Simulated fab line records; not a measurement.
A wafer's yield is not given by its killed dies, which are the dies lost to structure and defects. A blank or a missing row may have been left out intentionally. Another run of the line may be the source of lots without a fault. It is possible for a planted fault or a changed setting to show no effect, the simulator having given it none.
fab line records :: flow nandHarc
record
  lots=6
  wafers=18
  lastDay=34
route steps=1302 shown A_DECK1_JOINT@533 A_ONON_D2@545
lots that met no fault: from a run of the same line without faults
startH: the number of hours between the record's first day and the start of the first shown wafer of the lot :: waitH: hours elapsed since this lot's preceding step :: " as in the row above :: L1.1+2: a row that stands for several wafers :: - no value, or no start was given :: * or withheld: withheld :: < > ~ a bound
route shown NAME@n: a module of which the file shows steps, and the number in the route of the first :: usual: the fault-free wafers' mean and standard deviation :: same: alike in all rows :: chamber/n: place in a boat :: sites: readings site by site :: _std_site: their standard deviation :: _edge_site: mean of outer sites minus mean of inner sites :: radiusMm: for every site, how far away it sits from the centre of the wafer :: mask NAME#n: copy n :: behind: the tool/chamber that last shaped the wafer :: hold: the reason the lot was held/the length of the hold in hours/how it ended :: device: names the non-switching transistor (n, p or np) :: end of line: the same wafers' tests at the end of the route :: for a step that has no rows: nothing shown but its recipe :: killed: at the first sort, the dies lost to defects and structure; wafer yield is something else :: map: shows each die of a wafer: x if killed, . if not, _ if none is there
set.NAME: the setting the step ran with; set.NAME@STEP: the setting that earlier step ran with :: model.NAME: the simulator's own value behind a step, which no gauge read
lots at some steps of the route; a table a step, a row a wafer
services: from which hour (startH, from the record's first day; less than 0 if before it) a tool's chamber was out of use, for how many hours, and why
## steps
# step NHARC_A_DECK1_JOINT_CVD_34
# recipe
  targetThkA=200
  tempC=700
  pressureMtorr=300
  material=SiNx
# step NHARC_A_DECK1_JOINT_DEP_06
# recipe
  targetThkA=800
  tempC=65
  material=SiOx
# step NHARC_A_DECK1_JOINT_CURE_26
# recipe
  tempC=150
  timeS=32
  pressureAtm=0.395
# step NHARC_A_DECK1_JOINT_ANNEAL_27
# recipe
  tempC=400
  timeS=3600
  idleTempC=300
  rampUpCPerMin=10
  densificationPH2oTorr=640
# step NHARC_A_DECK1_JOINT_ANNEAL_28
# recipe
  tempC=500
  timeS=1800
  idleTempC=400
  rampUpCPerMin=10
  densificationPH2oTorr=640
# step NHARC_A_DECK1_JOINT_ANNEAL_29
# recipe
  tempC=750
  timeS=1800
  idleTempC=500
  rampUpCPerMin=10
  rampDownCPerMin=3
# step NHARC_A_DECK1_JOINT_CMP_02
# recipe
  material=SiOx
# usual
  motorCurrentA=12.2/1.5
  retainingRingPressureFrac=1.000/0.0052
  slurryFlowMlMin=150.0/0.46
lot.wafer: L497.3
tool: cmp-03
chamber: 2
startH: 295.40
waitH: 0.4
motorCurrentA: 9.9
retainingRingPressureFrac: 0.997
slurryFlowMlMin: 150.0

lot.wafer: L497.1
tool: cmp-03
chamber: 3
startH: 295.40
waitH: 0.4
motorCurrentA: 11.5
retainingRingPressureFrac: 0.996
slurryFlowMlMin: 150.4

lot.wafer: L497.6
tool: cmp-03
chamber: 1
startH: 295.40
waitH: 0.4
motorCurrentA: 11.8
retainingRingPressureFrac: 1.002
slurryFlowMlMin: 149.9

lot.wafer: L499.1
tool: cmp-03
chamber: 2
startH: 322.70
waitH: 0.4
motorCurrentA: 10.1
retainingRingPressureFrac: 1.006
slurryFlowMlMin: 148.9

lot.wafer: L499.2
tool: cmp-03
chamber: 0
startH: 322.70
waitH: 0.4
motorCurrentA: 10.5
retainingRingPressureFrac: 1.006
slurryFlowMlMin: 149.7

lot.wafer: L499.5
tool: cmp-03
chamber: 2
startH: 322.70
waitH: 0.4
motorCurrentA: 9.2
retainingRingPressureFrac: 0.999
slurryFlowMlMin: 149.7

lot.wafer: L510.3
tool: cmp-03
chamber: 3
startH: 416.16
waitH: 0.4
motorCurrentA: 11.7
retainingRingPressureFrac: 1.003
slurryFlowMlMin: 150.0

lot.wafer: L510.1
tool: cmp-03
chamber: 1
startH: 416.16
waitH: 0.4
motorCurrentA: 12.4
retainingRingPressureFrac: 1.001
slurryFlowMlMin: 150.4

lot.wafer: L510.5
tool: cmp-03
chamber: 2
startH: 416.16
waitH: 0.4
motorCurrentA: 10.2
retainingRingPressureFrac: 0.984
slurryFlowMlMin: 148.9

lot.wafer: L511.4
tool: cmp-02
chamber: 2
startH: 426.04
waitH: 0.4
motorCurrentA: 13.8
retainingRingPressureFrac: 1.000
slurryFlowMlMin: 150.7

lot.wafer: L511.2
tool: cmp-02
chamber: 3
startH: 426.04
waitH: 0.4
motorCurrentA: 12.0
retainingRingPressureFrac: 1.008
slurryFlowMlMin: 150.3

lot.wafer: L511.5
tool: cmp-02
chamber: 2
startH: 426.04
waitH: 0.4
motorCurrentA: 12.8
retainingRingPressureFrac: 1.001
slurryFlowMlMin: 151.0

lot.wafer: L515.3
tool: cmp-03
chamber: 2
startH: 472.17
waitH: 0.4
motorCurrentA: 9.7
retainingRingPressureFrac: 1.001
slurryFlowMlMin: 151.2

lot.wafer: L515.2
tool: cmp-03
chamber: 0
startH: 472.17
waitH: 0.4
motorCurrentA: 11.1
retainingRingPressureFrac: 0.994
slurryFlowMlMin: 150.3

lot.wafer: L515.6
tool: cmp-03
chamber: 2
startH: 472.17
waitH: 0.4
motorCurrentA: 9.5
retainingRingPressureFrac: 1.000
slurryFlowMlMin: 151.2

lot.wafer: L518.2
tool: cmp-02
chamber: 0
startH: 512.93
waitH: 0.4
motorCurrentA: 12.3
retainingRingPressureFrac: 1.002
slurryFlowMlMin: 150.0

lot.wafer: L518.4
tool: cmp-02
chamber: 2
startH: 512.93
waitH: 0.4
motorCurrentA: 13.9
retainingRingPressureFrac: 0.996
slurryFlowMlMin: 149.3

lot.wafer: L518.6
tool: cmp-02
chamber: 3
startH: 512.93
waitH: 0.4
motorCurrentA: 13.4
retainingRingPressureFrac: 1.003
slurryFlowMlMin: 149.6
# step NHARC_A_DECK1_JOINT_SRD_15
# step NHARC_A_DECK1_JOINT_DEP_16
# recipe
  targetThkA=450
  tempC=400
  pressureTorr=6.5
  rfW=900
  teosFlowSccm=161.4
  flowSccm=2650
  targetThkNm=45
  gas=O2
  material=SiO2
# usual
  heaterPowerOuterW=335/97
  heaterPowerW=586/130
  throttleValvePct=15.9/0.49
lot.wafer: L497.3
tool: pecvd-02
chamber: 1
startH: 295.74
waitH: 0.1
heaterPowerOuterW: 389
heaterPowerW: 652
throttleValvePct: 15.8

lot.wafer: L497.1
tool: pecvd-02
chamber: 0
startH: 295.74
waitH: 0.1
heaterPowerOuterW: 218
heaterPowerW: 458
throttleValvePct: 15.0

lot.wafer: L497.6
tool: pecvd-02
chamber: 0
startH: 295.74
waitH: 0.1
heaterPowerOuterW: 220
heaterPowerW: 443
throttleValvePct: 15.2

lot.wafer: L499.1
tool: pecvd-02
chamber: 2
startH: 323.09
waitH: 0.1
heaterPowerOuterW: 393
heaterPowerW: 657
throttleValvePct: 15.3

lot.wafer: L499.2
tool: pecvd-02
chamber: 0
startH: 323.09
waitH: 0.1
heaterPowerOuterW: 221
heaterPowerW: 455
throttleValvePct: 15.2

lot.wafer: L499.5
tool: pecvd-02
chamber: 2
startH: 323.09
waitH: 0.1
heaterPowerOuterW: 394
heaterPowerW: 673
throttleValvePct: 15.3

lot.wafer: L510.1
tool: pecvd-04
chamber: 2
startH: 416.52
waitH: 0.1
heaterPowerOuterW: 333
heaterPowerW: 626
throttleValvePct: 16.3

lot.wafer: L510.3
tool: pecvd-04
chamber: 1
startH: 416.52
waitH: 0.1
heaterPowerOuterW: 267
heaterPowerW: 467
throttleValvePct: 17.1

lot.wafer: L510.5
tool: pecvd-04
chamber: 2
startH: 416.52
waitH: 0.1
heaterPowerOuterW: 334
heaterPowerW: 612
throttleValvePct: 16.4

lot.wafer: L511.2
tool: pecvd-01
chamber: 2
startH: 426.45
waitH: 0.1
heaterPowerOuterW: 338
heaterPowerW: 569
throttleValvePct: 16.1

lot.wafer: L511.5
tool: pecvd-01
chamber: 0
startH: 426.45
waitH: 0.1
heaterPowerOuterW: 210
heaterPowerW: 383
throttleValvePct: 15.8

lot.wafer: L511.4
tool: pecvd-01
chamber: 1
startH: 426.45
waitH: 0.1
heaterPowerOuterW: 515
heaterPowerW: 881
throttleValvePct: 16.9

lot.wafer: L515.3
tool: pecvd-02
chamber: 0
startH: 472.59
waitH: 0.1
heaterPowerOuterW: 197
heaterPowerW: 422
throttleValvePct: 15.7

lot.wafer: L515.2
tool: pecvd-02
chamber: 1
startH: 472.59
waitH: 0.1
heaterPowerOuterW: 370
heaterPowerW: 646
throttleValvePct: 15.9

lot.wafer: L515.6
tool: pecvd-02
chamber: 1
startH: 472.59
waitH: 0.1
heaterPowerOuterW: 371
heaterPowerW: 630
throttleValvePct: 15.9

lot.wafer: L518.2
tool: pecvd-04
chamber: 0
startH: 513.33
waitH: 0.1
heaterPowerOuterW: 464
heaterPowerW: 715
throttleValvePct: 15.7

lot.wafer: L518.6
tool: pecvd-04
chamber: 2
startH: 513.33
waitH: 0.1
heaterPowerOuterW: 331
heaterPowerW: 607
throttleValvePct: 16.5

lot.wafer: L518.4
tool: pecvd-04
chamber: 0
startH: 513.33
waitH: 0.1
heaterPowerOuterW: 461
heaterPowerW: 748
throttleValvePct: 15.7
# step NHARC_A_DECK1_JOINT_THK_MEAS_17
# recipe
  thkMeasGauge=ellipsometry
# usual
  thkNm=45.0/1.1
lot.wafer: L497.1
tool: filmMetro-01
chamber: -
startH: 296.02
waitH: 0.2
thkNm: 43.5

lot.wafer: L497.3
tool: filmMetro-01
chamber: -
startH: 296.02
waitH: 0.2
thkNm: 44.0

lot.wafer: L497.6
tool: filmMetro-01
chamber: -
startH: 296.02
waitH: 0.2
thkNm: 44.0

lot.wafer: L499.1
tool: filmMetro-02
chamber: -
startH: 323.34
waitH: 0.2
thkNm: 43.6

lot.wafer: L499.2
tool: filmMetro-02
chamber: -
startH: 323.34
waitH: 0.2
thkNm: 45.3

lot.wafer: L499.5
tool: filmMetro-02
chamber: -
startH: 323.34
waitH: 0.2
thkNm: 45.5

lot.wafer: L510.1
tool: filmMetro-02
chamber: -
startH: 416.80
waitH: 0.3
thkNm: 44.2

lot.wafer: L510.3
tool: filmMetro-02
chamber: -
startH: 416.80
waitH: 0.3
thkNm: 45.4

lot.wafer: L510.5
tool: filmMetro-02
chamber: -
startH: 416.80
waitH: 0.3
thkNm: 45.6

lot.wafer: L511.2
tool: filmMetro-01
chamber: -
startH: 426.73
waitH: 0.3
thkNm: 44.8

lot.wafer: L511.4
tool: filmMetro-01
chamber: -
startH: 426.73
waitH: 0.3
thkNm: 46.2

lot.wafer: L511.5
tool: filmMetro-01
chamber: -
startH: 426.73
waitH: 0.3
thkNm: 46.3

lot.wafer: L515.2
tool: filmMetro-02
chamber: -
startH: 472.84
waitH: 0.2
thkNm: 44.6

lot.wafer: L515.3
tool: filmMetro-02
chamber: -
startH: 472.84
waitH: 0.2
thkNm: 43.6

lot.wafer: L515.6
tool: filmMetro-02
chamber: -
startH: 472.84
waitH: 0.2
thkNm: 45.7

lot.wafer: L518.2
tool: filmMetro-01
chamber: -
startH: 513.58
waitH: 0.2
thkNm: 45.2

lot.wafer: L518.4
tool: filmMetro-01
chamber: -
startH: 513.58
waitH: 0.2
thkNm: 45.8

lot.wafer: L518.6
tool: filmMetro-01
chamber: -
startH: 513.58
waitH: 0.2
thkNm: 45.3
# step NHARC_A_DECK1_JOINT_INSPECT_05
# usual
  rawDefectCount=340/110
lot.wafer: L497.1
tool: defectInspect-01
chamber: -
startH: 296.05
waitH: 0.0
rawDefectCount: 255

lot.wafer: L497.3
tool: defectInspect-01
chamber: -
startH: 296.05
waitH: 0.0
rawDefectCount: 357

lot.wafer: L497.6
tool: defectInspect-01
chamber: -
startH: 296.05
waitH: 0.0
rawDefectCount: 282

lot.wafer: L499.1
tool: defectInspect-02
chamber: -
startH: 323.38
waitH: 0.0
rawDefectCount: 389

lot.wafer: L499.2
tool: defectInspect-02
chamber: -
startH: 323.38
waitH: 0.0
rawDefectCount: 335

lot.wafer: L499.5
tool: defectInspect-02
chamber: -
startH: 323.38
waitH: 0.0
rawDefectCount: 337

lot.wafer: L510.1
tool: defectInspect-02
chamber: -
startH: 416.84
waitH: 0.0
rawDefectCount: 317

lot.wafer: L510.3
tool: defectInspect-02
chamber: -
startH: 416.84
waitH: 0.0
rawDefectCount: 183

lot.wafer: L510.5
tool: defectInspect-02
chamber: -
startH: 416.84
waitH: 0.0
rawDefectCount: 336

lot.wafer: L511.2
tool: defectInspect-01
chamber: -
startH: 426.77
waitH: 0.0
rawDefectCount: 936

lot.wafer: L511.4
tool: defectInspect-01
chamber: -
startH: 426.77
waitH: 0.0
rawDefectCount: 500

lot.wafer: L511.5
tool: defectInspect-01
chamber: -
startH: 426.77
waitH: 0.0
rawDefectCount: 551

lot.wafer: L515.2
tool: defectInspect-01
chamber: -
startH: 472.87
waitH: 0.0
rawDefectCount: 228

lot.wafer: L515.3
tool: defectInspect-01
chamber: -
startH: 472.87
waitH: 0.0
rawDefectCount: 348

lot.wafer: L515.6
tool: defectInspect-01
chamber: -
startH: 472.87
waitH: 0.0
rawDefectCount: 413

lot.wafer: L518.2
tool: defectInspect-01
chamber: -
startH: 513.61
waitH: 0.0
rawDefectCount: 265

lot.wafer: L518.4
tool: defectInspect-01
chamber: -
startH: 513.61
waitH: 0.0
rawDefectCount: 246

lot.wafer: L518.6
tool: defectInspect-01
chamber: -
startH: 513.61
waitH: 0.0
rawDefectCount: 210
# step NHARC_A_ONON_D2_DEP_00
# recipe
  targetThkA=10000
  n2FlowSccm=2750
  n2oFlowSccm=2000
  nh3FlowSccm=500
  sih4FlowSccm=210
  tempC=400
lot.wafer: L497.1+3+6
tool: pecvdOnon-04
chamber: 0
startH: 296.12
waitH: 0.1

lot.wafer: L499.1+2+5
tool: pecvdOnon-02
chamber: 0
startH: 323.44
waitH: 0.1

lot.wafer: L510.1+3+5
tool: pecvdOnon-04
chamber: 0
startH: 416.90
waitH: 0.1

lot.wafer: L511.2+4+5
tool: pecvdOnon-04
chamber: 0
startH: 426.89
waitH: 0.1

lot.wafer: L515.2+3+6
tool: pecvdOnon-03
chamber: 0
startH: 473.00
waitH: 0.1

lot.wafer: L518.2+4+6
tool: pecvdOnon-02
chamber: 0
startH: 513.74
waitH: 0.1
# step NHARC_A_ONON_D2_THK_MEAS_02
# recipe
  thkMeasGauge=ellipsometry
# usual
  thkNm=998/7.2
lot.wafer: L497.1
tool: filmMetro-01
chamber: -
startH: 296.63
waitH: -
thkNm: 997

lot.wafer: L497.3
tool: filmMetro-01
chamber: -
startH: 296.63
waitH: -
thkNm: 998

lot.wafer: L497.6
tool: filmMetro-01
chamber: -
startH: 296.63
waitH: -
thkNm: 998

lot.wafer: L499.1
tool: filmMetro-02
chamber: -
startH: 323.95
waitH: -
thkNm: 1002

lot.wafer: L499.2
tool: filmMetro-02
chamber: -
startH: 323.95
waitH: -
thkNm: 1001

lot.wafer: L499.5
tool: filmMetro-02
chamber: -
startH: 323.95
waitH: -
thkNm: 1001

lot.wafer: L510.1
tool: filmMetro-01
chamber: -
startH: 417.42
waitH: -
thkNm: 1064

lot.wafer: L510.3
tool: filmMetro-01
chamber: -
startH: 417.42
waitH: -
thkNm: 1063

lot.wafer: L510.5
tool: filmMetro-01
chamber: -
startH: 417.42
waitH: -
thkNm: 1062

lot.wafer: L511.2
tool: filmMetro-02
chamber: -
startH: 427.35
waitH: -
thkNm: 1066

lot.wafer: L511.4
tool: filmMetro-02
chamber: -
startH: 427.35
waitH: -
thkNm: 1064

lot.wafer: L511.5
tool: filmMetro-02
chamber: -
startH: 427.35
waitH: -
thkNm: 1065

lot.wafer: L515.2
tool: filmMetro-01
chamber: -
startH: 473.46
waitH: -
thkNm: 1008

lot.wafer: L515.3
tool: filmMetro-01
chamber: -
startH: 473.46
waitH: -
thkNm: 1006

lot.wafer: L515.6
tool: filmMetro-01
chamber: -
startH: 473.46
waitH: -
thkNm: 1006

lot.wafer: L518.2
tool: filmMetro-01
chamber: -
startH: 514.19
waitH: -
thkNm: 999

lot.wafer: L518.4
tool: filmMetro-01
chamber: -
startH: 514.19
waitH: -
thkNm: 998

lot.wafer: L518.6
tool: filmMetro-01
chamber: -
startH: 514.19
waitH: -
thkNm: 1000
# step NHARC_A_ONON_D2_DEP_03
# recipe
  targetThkA=10000
  n2FlowSccm=2750
  n2oFlowSccm=2000
  nh3FlowSccm=500
  sih4FlowSccm=210
  tempC=400
## services
tool: cmp-02
chamber: -
startH: 288.75
hours: 0.8
kind: repair

tool: pecvd-04
chamber: -
startH: 297.92
hours: 3.2
kind: repair

tool: pecvdOnon-04
chamber: -
startH: 311.08
hours: 13.0
kind: pm

tool: cmp-03
chamber: -
startH: 320.66
hours: 1.3
kind: repair

tool: cmp-02
chamber: -
startH: 335.07
hours: 4.0
kind: pm

tool: pecvd-04
chamber: 1
startH: 348.25
hours: 4.9
kind: repair

tool: pecvd-02
chamber: 0
startH: 356.47
hours: 15.9
kind: repair

tool: cmp-03
chamber: -
startH: 359.44
hours: 4.0
kind: pm

tool: pecvdOnon-02
chamber: -
startH: 366.57
hours: 13.0
kind: pm

tool: cmp-03
chamber: -
startH: 384.60
hours: 0.3
kind: repair

tool: pecvd-02
chamber: -
startH: 408.00
hours: 13.0
kind: pm

tool: cmp-02
chamber: -
startH: 433.07
hours: 4.0
kind: pm

tool: pecvd-04
chamber: 2
startH: 443.61
hours: 13.2
kind: repair

tool: pecvd-04
chamber: -
startH: 450.12
hours: 13.0
kind: pm

tool: cmp-03
chamber: -
startH: 457.44
hours: 4.0
kind: pm

tool: cmp-03
chamber: -
startH: 470.00
hours: 0.3
kind: repair

tool: cmp-03
chamber: -
startH: 475.82
hours: 6.6
kind: repair

tool: cmp-02
chamber: -
startH: 475.91
hours: 1.0
kind: repair

tool: cmp-02
chamber: -
startH: 477.61
hours: 0.3
kind: repair

tool: cmp-03
chamber: -
startH: 490.01
hours: 1.6
kind: repair

tool: pecvdOnon-04
chamber: -
startH: 492.08
hours: 13.0
kind: pm

tool: cmp-02
chamber: -
startH: 495.29
hours: 2.1
kind: repair

tool: pecvd-02
chamber: 0
startH: 497.06
hours: 12.6
kind: repair

tool: pecvd-04
chamber: 2
startH: 513.78
hours: 3.5
kind: repair
## key
firstSign
  step=NHARC_A_ONON_D2_THK_MEAS_02
  reading=thkNm
  direction=up
  sigmas=9.1
  usual=998
  struck=1064
effect none on later readings
metAt NHARC_A_ONON_D2_DEP_00
struckWafers L510.1,L510.3,L510.5,L511.2,L511.4,L511.5
sortLeftOut L510.1,L510.3,L510.5,L511.2,L511.4,L511.5
testerLeftOut L510,L511
onsetBetween 296.12 416.90
fault
  kind=processParameterDrift
  tool=pecvdOnon-04
  chamber=-
  onsetH=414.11
  steps=NHARC_A_ONON_D2_DEP_00
  channel=targetThkA
  offset=*
  shape=step
  endH=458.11
  actsIn=*
  stated=*
# testerLeftOut: of these lots the tester's yield and bins aren't shown, on N5 and GAA mostly nor the transistor test; their killed dies are dies lost to structure and defects alone, not to doping, threshold or leakage, so they don't give the yield
# sortLeftOut: the simulated sort isn't trusted on such a fault, so these wafers' sort isn't shown, and their yield isn't known
